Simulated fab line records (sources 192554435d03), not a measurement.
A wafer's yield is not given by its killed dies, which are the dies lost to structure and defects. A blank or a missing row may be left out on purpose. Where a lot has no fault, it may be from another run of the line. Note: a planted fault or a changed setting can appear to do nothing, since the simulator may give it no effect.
Matching of chambers -- flow n5 finfet -- 4 sister chambers for N5_BEOL_M10_ETCH_66 on rie diel-03
The step etches SOC in N2/H2, target depth 120 nm, overetch 24 nm, time 180 s. 4 wafers are shown with their chamber, then 9 later ones without.

EACH WAFER AND ITS CHAMBER
wafer,chamber,drypump motor current A (A)
L085.1,3,5.1
L085.2,0,5.3
L085.5,1,5.7
L085.6,2,6.2

WAFERS MISSING THEIR CHAMBER
wafer,drypump motor current A (A)
L094.4,6.3
L094.5,5.3
L094.6,5.1
L097.1,5.8
L097.2,5.2
L097.3,6.3
L097.4,5.3
L097.5,5.1
L097.6,6.3

CHAMBER TAKEN BY EACH
wafer,from the rows above,in truth
L094.4,2,2
L094.5,0,0
L094.6,3,3
L097.1,1,1
L097.2,can't be placed: 0 or 3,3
L097.3,2,2
L097.4,0,0
L097.5,3,3
L097.6,2,2
Placed correctly: 8 of 9. Can't be placed from these rows: 1 (the true chamber is among the candidates in 1). Number placed wrongly: 0.
How it was worked out, from the rows above alone: a wafer's distance from a chamber is the root of the sum, over the readings, of the square of ((its reading less the chamber's mean) divided by the reading's scatter). The wafer belongs to the nearest chamber; if the next one is less than 2 further off, it can't be placed. For every chamber, the mean is computed from those of its wafers that are shown. The scatter: with one shown wafer a chamber, the root of the mean of the squares of how far each hidden wafer lies from its nearest shown one.
